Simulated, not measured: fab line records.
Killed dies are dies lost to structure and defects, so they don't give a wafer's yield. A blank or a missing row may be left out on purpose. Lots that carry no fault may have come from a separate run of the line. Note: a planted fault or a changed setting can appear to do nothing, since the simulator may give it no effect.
Chamber matching :: flow n5_finfet :: N5_BEOL_M6_CURE_74 on uv_cure-02 has 3 sister chambers
The step cures SiCOH lowk, time 240 s. 3 wafers are shown with their chamber, then 7 later ones without.

WAFERS, EACH WITH ITS CHAMBER
wafer: L079.5
chamber: 1
wafer_temp_C_max: 386.8

wafer: L080.6
chamber: 0
wafer_temp_C_max: 386.9

wafer: L086.3
chamber: 2
wafer_temp_C_max: 388.2

WAFERS WITHOUT THEIR CHAMBER
wafer: L086.4
wafer_temp_C_max: 389.2

wafer: L092.2
wafer_temp_C_max: 385.8

wafer: L092.4
wafer_temp_C_max: 385.9

wafer: L092.5
wafer_temp_C_max: 386.2

wafer: L094.2
wafer_temp_C_max: 386.6

wafer: L094.4
wafer_temp_C_max: 386.3

wafer: L094.6
wafer_temp_C_max: 386.2

CHAMBER TAKEN BY EACH
wafer: L086.4
from the rows above: can't be placed: 2 or 0 or 1
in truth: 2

wafer: L092.2
from the rows above: can't be placed: 1 or 0 or 2
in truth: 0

wafer: L092.4
from the rows above: can't be placed: 1 or 0 or 2
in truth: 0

wafer: L092.5
from the rows above: can't be placed: 1 or 0 or 2
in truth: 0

wafer: L094.2
from the rows above: can't be placed: 1 or 0 or 2
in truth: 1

wafer: L094.4
from the rows above: can't be placed: 1 or 0 or 2
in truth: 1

wafer: L094.6
from the rows above: can't be placed: 1 or 0 or 2
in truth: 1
Placed correctly: 0 of 7. Not placeable from these rows: 7 (in 7, the candidates include the true chamber). Wrongly placed: 0.
How it was worked out, from the rows above alone: a wafer's distance from a chamber is the root of the sum, over the readings, of the square of ((its reading less the chamber's mean) divided by the reading's scatter). The wafer belongs to the nearest chamber; if the next one is less than 2 further off, it can't be placed. A chamber's mean is the mean of its shown wafers. The scatter (one wafer shown for each chamber): square how far every hidden wafer sits from the nearest shown wafer, average those squares and take the square root.
